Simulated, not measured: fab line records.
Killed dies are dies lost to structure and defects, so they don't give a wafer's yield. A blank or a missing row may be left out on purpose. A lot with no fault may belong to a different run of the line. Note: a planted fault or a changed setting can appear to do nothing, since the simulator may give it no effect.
fab line records	flow n5-finfet
record lots=9	wafers=27	last-day=22
route steps=1938 shown PMOS_HMC_CHANNEL_EPI@89 FIN_SAQP@101 BEOL_M4@1111 PASSIVATION@1936
lots that met no fault: taken from a fault-free run of the same line
start-h: hours from the record's first day to the start of the lot's first wafer shown	wait-h: hours from the lot's prior step to this one	" identical to the entry in the row above	L1.1+2: a single row standing in for several wafers	- either no value or no given start	* or withheld: withheld	< > ~ a bound
route shown NAME@n: NAME is a module with steps in the file, n the number in the route of the first one	usual: the fault-free wafers' mean and standard deviation	same: alike in all rows	chamber/n: place in a boat	sites: per-site readings	_std_site: the values' standard deviation	_edge_site: mean of outer sites minus mean of inner sites	radius-mm: for every site, how far away it sits from the centre of the wafer	mask NAME#n: copy n	behind: the most recent tool/chamber to have shaped the wafer	hold: why the lot was held/for how many hours/how that ended	device: the transistor (n, p or np) that didn't switch	end of line: at the end of the route, the tests of the same wafers	for a step that has no rows: nothing shown but its recipe	killed: at the first sort, the dies lost to defects and structure; wafer yield is something else	map: a wafer's dies, x killed, . not, _ none there
set.NAME: the setting as run; set.NAME@STEP: as run at that earlier step	model.NAME: the simulator's own value behind a step, which no gauge read
route steps across a sampled set of lots; one table per step, one row per wafer
services: when a tool's chamber went out of use (start-h, in hours from the record's first day, below 0 if earlier), for how many hours, and the reason
## steps
# step N5_PMOS_HMC_CHANNEL_EPI_INSPECT_30
# recipe inspect-instrument=darkfield	mode=post-epi
# usual raw-defect-count=19/7.6
lot.wafer	tool	chamber	start-h	wait-h	raw-defect-count
L459.2	defect-inspect-01	-	26.51	0.0	18
L459.4	"	-	"	"	23
L459.5	"	-	"	"	24
L462.4	defect-inspect-01	-	44.65	0.0	12
L462.5	"	-	"	"	15
L462.6	"	-	"	"	6
L464.3	defect-inspect-01	-	55.94	0.0	26
L464.4	"	-	"	"	23
L464.5	"	-	"	"	21
L471.2	defect-inspect-02	-	98.95	0.0	12
L471.4	"	-	"	"	14
L471.6	"	-	"	"	14
L474.3	defect-inspect-02	-	116.86	0.0	13
L474.5	"	-	"	"	12
L474.6	"	-	"	"	13
L475.1	defect-inspect-01	-	123.01	0.0	18
L475.2	"	-	"	"	23
L475.3	"	-	"	"	36
L476.1	defect-inspect-01	-	128.84	0.0	13
L476.2	"	-	"	"	14
L476.5	"	-	"	"	11
L477.1	defect-inspect-02	-	134.60	0.0	16
L477.4	"	-	"	"	17
L477.5	"	-	"	"	36
L478.1	defect-inspect-01	-	140.65	0.0	25
L478.5	"	-	"	"	14
L478.6	"	-	"	"	10
# step N5_FIN_SAQP_THK_MEAS_07
# usual thk-nm=60.1/0.69
lot.wafer	tool	chamber	start-h	wait-h	thk-nm
L459.2	film-metro-02	-	27.54	0.1	59.4
L459.4	"	-	"	"	60.0
L459.5	"	-	"	"	59.7
L462.4	film-metro-02	-	45.63	0.0	60.7
L462.5	"	-	"	"	60.4
L462.6	"	-	"	"	59.7
L464.3	film-metro-01	-	57.65	0.1	59.8
L464.4	"	-	"	"	60.3
L464.5	"	-	"	"	60.1
L471.2	film-metro-01	-	101.47	0.1	59.6
L471.4	"	-	"	"	61.3
L471.6	"	-	"	"	60.5
L474.3	film-metro-02	-	117.85	0.1	59.4
L474.5	"	-	"	"	59.9
L474.6	"	-	"	"	60.1
L475.1	film-metro-02	-	123.86	0.1	59.7
L475.2	"	-	"	"	59.1
L475.3	"	-	"	"	60.0
L476.1	film-metro-02	-	129.93	0.1	58.8
L476.2	"	-	"	"	59.7
L476.5	"	-	"	"	60.5
L477.1	film-metro-02	-	135.44	0.1	59.6
L477.4	"	-	"	"	60.2
L477.5	"	-	"	"	60.7
L478.1	film-metro-01	-	141.56	0.1	59.6
L478.5	"	-	"	"	60.1
L478.6	"	-	"	"	60.7
# step N5_FIN_SAQP_PEB_14
# recipe peb-temp-c=withheld	peb-time-s=60	resist=CAR-ArF
# usual exhaust-pa=45.0/1
lot.wafer	tool	chamber	start-h	wait-h	exhaust-pa
L459.2	litho-track-02	0	27.83	0.0	45.5
L459.4	"	0	"	"	45.6
L459.5	"	0	"	"	46.7
L462.4	litho-track-02	0	46.05	0.0	45.2
L462.5	"	0	"	"	43.8
L462.6	"	0	"	"	45.5
L464.3	litho-track-02	0	57.94	0.0	45.5
L464.4	"	0	"	"	45.1
L464.5	"	0	"	"	45.2
L471.2	litho-track-01	0	101.89	0.0	44.3
L471.4	"	0	"	"	42.8
L471.6	"	0	"	"	44.4
L474.3	litho-track-02	0	118.14	0.0	43.6
L474.5	"	0	"	"	43.6
L474.6	"	0	"	"	42.9
L475.1	litho-track-04	0	124.27	0.1	46.3
L475.2	"	0	"	"	45.2
L475.3	"	0	"	"	44.8
L476.1	litho-track-02	0	130.26	0.1	45.9
L476.2	"	0	"	"	44.3
L476.5	"	0	"	"	45.6
L477.1	litho-track-02	0	135.74	0.1	44.7
L477.4	"	0	"	"	44.8
L477.5	"	0	"	"	44.0
L478.1	litho-track-02	0	141.97	0.1	46.2
L478.5	"	0	"	"	46.4
L478.6	"	0	"	"	46.2
# step N5_FIN_SAQP_CD_MEAS_16
# recipe target-cd-nm=35.6	landing-energy-ev=500	detector=se-inlens
# usual cd-nm=35.60/0.29
lot.wafer	tool	chamber	start-h	wait-h	cd-nm
L459.2	cd-sem-02	0	27.90	-	35.21
L459.4	"	0	"	"	35.95
L459.5	"	0	"	"	35.43
L462.4	cd-sem-01	0	46.12	-	37.51
L462.5	"	0	"	"	37.26
L462.6	"	0	"	"	37.53
L464.3	cd-sem-02	0	58.02	-	37.52
L464.4	"	0	"	"	38.03
L464.5	"	0	"	"	37.28
L471.2	cd-sem-02	0	101.96	-	35.52
L471.4	"	0	"	"	36.03
L471.6	"	0	"	"	36.09
L474.3	cd-sem-02	0	118.21	-	35.18
L474.5	"	0	"	"	35.40
L474.6	"	0	"	"	36.21
L475.1	cd-sem-03	0	124.34	-	35.66
L475.2	"	0	"	"	35.22
L475.3	"	0	"	"	35.56
L476.1	cd-sem-01	0	130.33	-	35.82
L476.2	"	0	"	"	35.99
L476.5	"	0	"	"	35.94
L477.1	cd-sem-01	0	135.80	-	35.60
L477.4	"	0	"	"	35.82
L477.5	"	0	"	"	35.74
L478.1	cd-sem-01	0	142.04	-	35.11
L478.5	"	0	"	"	35.32
L478.6	"	0	"	"	35.20
# step N5_FIN_SAQP_ETCH_51
# recipe chemistry=CF4	target=SiARC	target-depth-a=455	mask-material=CAR-ArF	time-s=75.8	ion-energy-ev=80	pressure-mtorr=40	source-w=545	bias-w=36	Ar_flow_sccm=100	cf4-flow-sccm=100	ends=cleared
# usual drypump-motor-current-A=5.6/0.36	etch-rf-on-time-s=76.0/0.92	mfc-ar-sccm=99.99/0.3	oes-product-au=0.66/0.072	rf-vpp-V=184.0/1.3	showerhead-plenum-p-Torr=2.13/0.076	throttle-valve-pct=15.69/0.13
lot.wafer	tool	chamber	start-h	wait-h	drypump-motor-current-A	etch-rf-on-time-s	mfc-ar-sccm	oes-product-au	rf-hours-counter-h	rf-vpp-V	showerhead-plenum-p-Torr	throttle-valve-pct
L459.2	rie-diel-02	0	28.19	0.0	5.6	75.4	100.08	0.65	143	183.3	2.06	15.51
L459.4	"	2	"	"	5.7	74.4	100.30	0.75	45	184.6	2.26	15.56
L459.5	"	2	"	"	5.7	75.1	100.06	0.75	-	185.6	2.26	15.55
L462.4	rie-diel-05	0	46.46	0.0	6.3	78.5	99.76	0.60	227	185.2	2.19	15.88
L462.5	"	0	"	"	6.3	77.5	100.34	0.60	-	184.6	2.19	15.86
L462.6	"	1	"	"	5.4	78.7	100.12	0.58	-	184.7	2.04	15.70
L464.3	rie-diel-02	1	58.14	0.0	5.7	75.3	100.42	0.67	125	183.8	2.23	15.52
L464.4	"	2	"	"	5.6	75.4	100.01	0.73	56	186.4	2.25	15.57
L464.5	"	0	"	"	5.6	75.8	100.36	0.63	-	182.1	2.06	15.52
L471.2	rie-diel-04	1	102.09	0.0	5.6	75.7	99.86	0.82	12	182.2	2.10	15.60
L471.4	"	3	"	"	5.1	75.9	100.16	0.62	205	186.1	2.20	15.77
L471.6	"	3	"	"	5.1	76.3	100.06	0.61	-	184.5	2.20	15.78
L474.3	rie-diel-04	2	118.34	0.0	5.1	76.3	99.99	0.61	188	184.0	2.13	15.71
L474.5	"	1	"	"	5.6	75.0	100.56	0.82	-	182.9	2.10	15.59
L474.6	"	2	"	"	5.2	76.1	100.55	0.62	-	184.1	2.13	15.72
L475.1	rie-diel-02	3	124.47	0.0	5.6	77.7	100.24	0.67	125	184.9	2.06	15.71
L475.2	"	2	"	"	5.7	75.5	99.42	0.71	77	185.1	2.25	15.62
L475.3	"	0	"	"	5.6	75.9	99.56	0.62	175	184.1	2.05	15.57
L476.1	rie-diel-04	1	130.56	0.0	5.6	75.5	99.95	0.80	22	183.6	2.09	15.63
L476.2	"	2	"	"	5.1	77.2	100.15	0.61	192	183.3	2.13	15.72
L476.5	"	2	"	"	5.1	76.2	99.73	0.61	-	184.4	2.13	15.72
L477.1	rie-diel-02	3	135.97	0.0	5.6	78.6	100.36	0.66	129	184.2	2.06	15.73
L477.4	"	1	"	"	5.8	75.7	100.48	0.65	151	184.1	2.23	15.60
L477.5	"	3	"	"	5.6	78.5	100.32	0.66	-	184.2	2.06	15.74
L478.1	rie-diel-02	3	142.17	0.0	5.6	77.3	99.86	0.67	132	182.3	2.06	15.74
L478.5	"	1	"	"	5.8	75.5	99.83	0.64	-	184.8	2.23	15.60
L478.6	"	0	"	"	5.6	75.9	99.82	0.62	-	183.7	2.05	15.57
# step N5_BEOL_M4_RC_MEAS_101
# usual DIBL_N=36.3/1.1	DIBL_P=36.3/1.4	IOFF_N=0.155/0.019	IOFF_P=0.211/0.027	ION_N=672/8.5	ION_P=462/5.8	SS_N=71.5/0.56	SS_P=73.3/0.52	VT_N=249.9/2.5	VT_P=-249.8/2.8
lot.wafer	tool	chamber	start-h	wait-h	DIBL_N[mV/V]	DIBL_P[mV/V]	IOFF_N[nA/um]	IOFF_P[nA/um]	ION_N[uA/um]	ION_P[uA/um]	SS_N[mV/dec]	SS_P[mV/dec]	VT_N[mV]	VT_P[mV]
L459.2	prober-01	0	210.19	0.2	37.5	38.2	0.185	0.238	676	460	71.3	74.3	247.9	-248.6
L459.4	"	0	"	"	37.8	39.5	0.200	0.248	675	459	73.1	74.2	245.3	-248.1
L459.5	"	0	"	"	35.0	35.7	0.143	0.190	670	463	71.3	73.0	250.0	-251.1
L462.4	prober-01	0	238.37	0.5	37.2	37.1	0.172	0.244	676	472	71.9	73.9	248.4	-244.4
L462.5	"	0	"	"	36.5	36.6	0.161	0.243	672	467	71.8	73.0	247.0	-247.3
L462.6	"	0	"	"	35.9	35.2	0.140	0.227	669	469	71.0	72.7	252.1	-248.4
L464.3	prober-01	0	257.20	0.3	38.0	36.8	0.165	0.207	667	454	71.7	73.4	248.1	-253.2
L464.4	"	0	"	"	37.0	36.1	0.151	0.196	676	456	70.8	72.4	249.1	-252.9
L464.5	"	0	"	"	37.8	36.5	0.166	0.200	680	455	71.3	73.5	249.3	-253.1
L471.2	prober-01	0	346.64	0.2	36.8	37.0	0.144	0.238	663	460	72.3	73.7	251.8	-247.6
L471.4	"	0	"	"	34.9	35.0	0.116	0.204	650	455	71.6	72.6	257.1	-250.4
L471.6	"	0	"	"	37.2	37.4	0.153	0.250	665	460	72.1	73.7	251.9	-248.8
L474.3	prober-01	0	351.59	0.3	35.4	36.2	0.143	0.196	665	461	71.9	73.2	253.8	-252.5
L474.5	"	0	"	"	35.7	37.6	0.146	0.219	669	463	71.4	73.5	252.3	-248.9
L474.6	"	0	"	"	34.8	35.6	0.134	0.186	658	454	72.3	73.0	252.1	-251.9
L475.1	prober-01	0	376.28	0.0	36.3	36.6	0.168	0.226	687	470	71.9	73.7	247.1	-248.9
L475.2	"	0	"	"	36.7	36.6	0.178	0.231	688	471	71.6	74.1	243.7	-246.9
L475.3	"	0	"	"	35.7	35.8	0.158	0.221	690	471	71.9	73.8	247.6	-246.9
L476.1	prober-02	0	385.35	0.0	38.3	37.3	0.176	0.236	677	462	71.2	73.9	245.9	-248.3
L476.2	"	0	"	"	37.5	35.8	0.154	0.206	680	465	71.6	73.1	252.5	-249.6
L476.5	"	0	"	"	36.9	35.6	0.149	0.204	669	457	71.5	73.6	250.5	-249.6
L478.1	prober-02	0	390.06	0.0	36.5	36.4	0.150	0.210	676	466	71.5	72.9	250.0	-250.0
L478.5	"	0	"	"	40.0	40.9	0.228	0.301	699	479	72.5	74.0	242.9	-244.8
L478.6	"	0	"	"	37.1	37.2	0.171	0.236	677	471	71.1	73.1	246.3	-247.0
L477.1	prober-02	0	391.34	0.0	36.7	36.8	0.160	0.218	677	467	71.3	73.0	248.6	-247.3
L477.4	"	0	"	"	37.0	37.5	0.168	0.219	684	468	70.9	72.6	249.9	-248.5
L477.5	"	0	"	"	35.8	35.6	0.143	0.199	665	463	71.3	73.0	249.8	-250.6
# step N5_PASSIVATION_PROBE_49
# usual defect-limited-yield=91.4/1.2	killed_at_M0_to_M3=34/10	killed_at_M4_up=14/5.1	killed-at-contacts=12/6.4	killed-at-front-end=38/9.3	killed-at-other=4/3	killed-dies=102/15	killed-open=67/12	killed-short=33/6.9	sort_bin_5_function=5.0/0.86	sort_bin_6_memory=3.2/0.58	sort_bin_8_speed=0.00/0.0099	sort-n-pass=1078/15	sort-yield-pct=91.4/1.2
# same gross-dies=1180	killed-at-back-side=0	sort_bin_4_leakage[%]=0
lot.wafer	tool	chamber	start-h	wait-h	defect-limited-yield[%]	killed_at_M0_to_M3	killed_at_M4_up	killed-at-contacts	killed-at-front-end	killed-at-other	killed-dies	killed-open	killed-short	sort_bin_5_function[%]	sort_bin_6_memory[%]	sort_bin_8_speed[%]	sort-n-pass	sort-yield-pct[%]
L459.2	prober-02	-	313.71	0.1	91.9	17	16	17	41	5	96	67	23	4.1	4.0	0	1084	91.9
L459.4	prober-02	-	313.81	0.2	91.5	29	10	11	41	9	100	58	42	4.6	3.3	0	1080	91.5
L459.5	prober-02	-	313.86	0.2	91.4	32	4	13	47	5	101	64	36	5.2	3.1	0	1079	91.4
L462.6	prober-02	-	337.43	0.3	91.3	26	17	18	38	4	103	69	29	5.8	2.8	0	1077	91.3
L464.5	prober-01	-	358.51	0.2	90.9	47	13	19	28	0	107	65	39	5.7	3.1	0	1073	90.9
L474.3	prober-02	-	451.93	0.1	89.9	32	20	11	51	5	119	81	36	6.3	3.5	0	1061	89.9
L474.5	prober-02	-	452.03	0.2	93.6	20	9	8	31	7	75	51	23	3.3	2.6	0	1105	93.6
L474.6	prober-02	-	452.08	0.3	90.3	42	10	5	49	8	114	65	47	4.9	4.2	0	1066	90.3
L471.4	prober-02	-	468.48	0.9	88.6	37	19	24	51	3	134	88	42	6.4	4.6	0.08	1045	88.6
L471.6	prober-02	-	468.58	1.0	89.5	32	21	16	48	7	124	86	36	5.5	4.9	0	1056	89.5
L475.1	prober-01	-	485.54	0.0	90.9	36	19	7	39	6	107	72	27	5.4	3.2	0	1073	90.9
L475.2	prober-01	-	485.59	0.1	91.9	23	20	18	34	1	96	74	21	4.9	3.0	0	1084	91.9
L475.3	prober-01	-	485.64	0.1	93.1	19	16	2	44	1	82	52	29	3.7	2.8	0	1098	93.1
L478.1	prober-01	-	508.95	0.0	91.9	21	8	7	56	3	95	73	20	4.7	3.2	0	1085	91.9
L478.5	prober-01	-	509.15	0.2	91.9	18	11	3	50	14	96	59	34	4.5	3.5	0	1084	91.9
L478.6	prober-01	-	509.20	0.3	91.1	14	10	22	53	6	105	64	35	5.8	3.0	0	1075	91.1
L477.1	prober-01	-	522.26	0.0	91.2	42	11	21	29	1	104	68	35	5.2	3.4	0	1076	91.2
L477.4	prober-01	-	522.41	0.2	91.7	34	11	13	37	3	98	59	36	4.2	3.6	0	1082	91.7
L477.5	prober-01	-	522.46	0.2	91.0	37	8	33	28	0	106	76	29	4.8	3.7	0	1074	91.0
# killed by level:class
L459.2 BEOL_M4:geometric-particle:open=11 STI_FIN_REVEAL:geometric-particle:open=10 MOL_CONTACT_COAG:geometric-particle:open=10 FIN_SAQP:geometric-particle:open=9 MOL_CONTACT_COAG:geometric-particle:short=5 BEOL_M3:geometric-particle:open=5 FIN_SAQP:geometric-particle:short=4 STI_FIN_REVEAL:geometric-particle:short=4
L459.4 STI_FIN_REVEAL:geometric-particle:open=11 BEOL_M0_SAQP:geometric-particle:short=10 FIN_SAQP:geometric-particle:short=9 MOL_CONTACT_COAG:geometric-particle:open=9 BEOL_M0_SAQP:geometric-particle:open=7 BEOL_M3:geometric-particle:open=6 FIN_SAQP:geometric-particle:open=5 BEOL_M8:geometric-particle:open=4
L459.5 STI_FIN_REVEAL:geometric-particle:open=19 MOL_CONTACT_COAG:geometric-particle:open=10 BEOL_M0_SAQP:geometric-particle:open=10 BEOL_M0_SAQP:geometric-particle:short=9 FIN_SAQP:geometric-particle:short=6 GATE_CUT:geometric-particle:short=5 BEOL_M2:geometric-particle:open=5 DUMMY_GATE:geometric-particle:short=4
L462.6 STI_FIN_REVEAL:geometric-particle:open=15 MOL_CONTACT_COAG:geometric-particle:open=11 FIN_SAQP:geometric-particle:open=9 MOL_CONTACT_COAG:geometric-particle:short=7 BEOL_M3:geometric-particle:open=6 BEOL_M0_SAQP:geometric-particle:open=5 FIN_SAQP:geometric-particle:short=4 BEOL_M2:geometric-particle:open=4
L464.5 MOL_CONTACT_COAG:geometric-particle:open=16 BEOL_M0_SAQP:geometric-particle:short=16 BEOL_M0_SAQP:geometric-particle:open=15 BEOL_M4:geometric-particle:open=7 FIN_SAQP:geometric-particle:short=6 FIN_SAQP:geometric-particle:open=4 BEOL_M2:geometric-particle:open=4 BEOL_M3:geometric-particle:open=4
L474.3 STI_FIN_REVEAL:geometric-particle:open=13 BEOL_M4:geometric-particle:open=9 BEOL_M3:geometric-particle:open=9 DUMMY_GATE:geometric-particle:open=8 MOL_CONTACT_COAG:geometric-particle:open=8 FIN_SAQP:geometric-particle:open=7 BEOL_M0_SAQP:geometric-particle:short=6 STARTING-WAFER:geometric-particle:short=5
L474.5 STI_FIN_REVEAL:geometric-particle:open=9 BEOL_M0_SAQP:geometric-particle:open=6 FIN_SAQP:geometric-particle:short=5 BEOL_M1:geometric-particle:open=5 BEOL_M4:geometric-particle:open=5 MOL_CONTACT_COAG:geometric-particle:short=4 MOL_CONTACT_COAG:geometric-particle:open=4 STI_FIN_REVEAL:geometric-particle:short=3
L474.6 STI_FIN_REVEAL:geometric-particle:open=16 BEOL_M0_SAQP:geometric-particle:short=15 BEOL_M0_SAQP:geometric-particle:open=9 FIN_SAQP:geometric-particle:short=7 BEOL_M1:geometric-particle:open=7 FIN_SAQP:geometric-particle:open=5 MOL_CONTACT_COAG:geometric-particle:open=5 BEOL_M2:geometric-particle:open=5
L471.4 MOL_CONTACT_COAG:geometric-particle:open=21 FIN_SAQP:geometric-particle:open=17 BEOL_M2:geometric-particle:open=12 FIN_SAQP:geometric-particle:short=8 BEOL_M0_SAQP:geometric-particle:open=8 STARTING-WAFER:geometric-particle:short=6 DUMMY_GATE:geometric-particle:open=5 DUMMY_GATE:geometric-particle:short=4
L471.6 MOL_CONTACT_COAG:geometric-particle:open=15 FIN_SAQP:geometric-particle:short=11 DUMMY_GATE:geometric-particle:open=9 BEOL_M0_SAQP:geometric-particle:open=8 FIN_SAQP:geometric-particle:open=7 STI_FIN_REVEAL:geometric-particle:open=7 BEOL_M3:geometric-particle:open=7 BEOL_M2:geometric-particle:open=7
L475.1 BEOL_M4:geometric-particle:open=10 DUMMY_GATE:geometric-particle:open=9 MOL_CONTACT_COAG:geometric-particle:open=7 BEOL_M3:geometric-particle:open=7 BEOL_M0_SAQP:geometric-particle:short=6 DUMMY_GATE:geometric-particle:short=5 GATE_CUT:geometric-particle:short=5 BEOL_M0_SAQP:geometric-particle:open=5
L475.2 MOL_CONTACT_COAG:geometric-particle:open=16 BEOL_M0_SAQP:geometric-particle:open=9 BEOL_M4:geometric-particle:open=9 BEOL_M2:geometric-particle:open=8 FIN_SAQP:geometric-particle:open=5 GATE_CUT:geometric-particle:open=5 STI_FIN_REVEAL:geometric-particle:open=5 FIN_SAQP:geometric-particle:short=4
L475.3 STI_FIN_REVEAL:geometric-particle:open=8 DUMMY_GATE:geometric-particle:open=8 BEOL_M4:geometric-particle:open=8 FIN_SAQP:geometric-particle:short=4 GATE_CUT:geometric-particle:open=4 GATE_CUT:geometric-particle:short=4 BEOL_M0_SAQP:geometric-particle:open=4 BEOL_M0_SAQP:geometric-particle:short=4
L478.1 STI_FIN_REVEAL:geometric-particle:open=24 BEOL_M1:geometric-particle:open=10 MOL_CONTACT_COAG:geometric-particle:open=7 FIN_SAQP:geometric-particle:open=5 GATE_CUT:geometric-particle:short=5 STARTING-WAFER:geometric-particle:open=5 FIN_SAQP:geometric-particle:short=4 DUMMY_GATE:geometric-particle:open=3
L478.5 FIN_SAQP:geometric-particle:open=11 FIN_SAQP:geometric-particle:short=11 STI_FIN_REVEAL:geometric-particle:open=9 BEOL_M2:geometric-particle:open=8 DUMMY_GATE:geometric-particle:open=4 BEOL_M3:geometric-particle:open=4 PAD_METAL:geometric-particle:short=4 SPACER0:geometric-particle:open=3
L478.6 STI_FIN_REVEAL:geometric-particle:open=16 MOL_CONTACT_COAG:geometric-particle:open=13 MOL_CONTACT_COAG:geometric-particle:short=6 SPACER0:geometric-particle:short=5 GATE_CUT:geometric-particle:short=5 BEOL_M2:geometric-particle:open=4 STARTING-WAFER:geometric-particle:short=4 STARTING-WAFER:geometric-particle:open=4
L477.1 MOL_CONTACT_COAG:geometric-particle:open=17 BEOL_M0_SAQP:geometric-particle:open=10 STI_FIN_REVEAL:geometric-particle:open=10 BEOL_M0_SAQP:geometric-particle:short=10 BEOL_M3:geometric-particle:open=7 GATE_CUT:geometric-particle:short=5 FIN_SAQP:geometric-particle:open=4 BEOL_M5:geometric-particle:open=4
L477.4 BEOL_M2:geometric-particle:open=10 MOL_CONTACT_COAG:geometric-particle:open=9 FIN_SAQP:geometric-particle:open=6 GATE_CUT:geometric-particle:open=6 FIN_SAQP:geometric-particle:short=5 BEOL_M0_SAQP:geometric-particle:short=5 STARTING-WAFER:geometric-particle:short=5 GATE_CUT:geometric-particle:short=4
L477.5 MOL_CONTACT_COAG:geometric-particle:open=27 BEOL_M2:geometric-particle:open=14 FIN_SAQP:geometric-particle:short=7 MOL_CONTACT_COAG:geometric-particle:short=6 BEOL_M0_SAQP:geometric-particle:short=6 BEOL_M0:geometric-particle:open=5 BEOL_M3:geometric-particle:open=5 FIN_SAQP:geometric-particle:open=4
## services
tool	chamber	start-h	hours	kind
rie-diel-04	1	54.35	-	clean
rie-diel-04	1	54.35	-	consumable-replace:focus-ring
rie-diel-04	1	54.35	18.2	scheduled-down
rie-diel-04	1	54.35	18.2	vent-cycle
rie-diel-04	3	81.15	6.9	repair
rie-diel-05	0	113.99	-	clean
rie-diel-05	0	113.99	-	consumable-replace:focus-ring
rie-diel-05	0	113.99	24.4	scheduled-down
rie-diel-05	0	113.99	24.4	vent-cycle
rie-diel-05	1	126.71	2.8	repair
## key
first-sign step=N5_FIN_SAQP_CD_MEAS_16	reading=cd-nm	direction=up	sigmas=6.5	usual=35.60	struck=37.52
effect none on later readings
met-at N5_FIN_SAQP_PEB_14
struck-lots L462,L464
not-acting-at N5_PMOS_HMC_CHANNEL_EPI_INSPECT_30,N5_FIN_SAQP_THK_MEAS_07,N5_FIN_SAQP_ETCH_51
onset-between 27.83 46.05
fault kind=process-parameter-drift	tool=litho-track-02	chamber=-	onset-h=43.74	steps=N5_FIN_SAQP_PEB_14	channel=peb-temp-c	offset=withheld	shape=step	end-h=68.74	acts-in=*
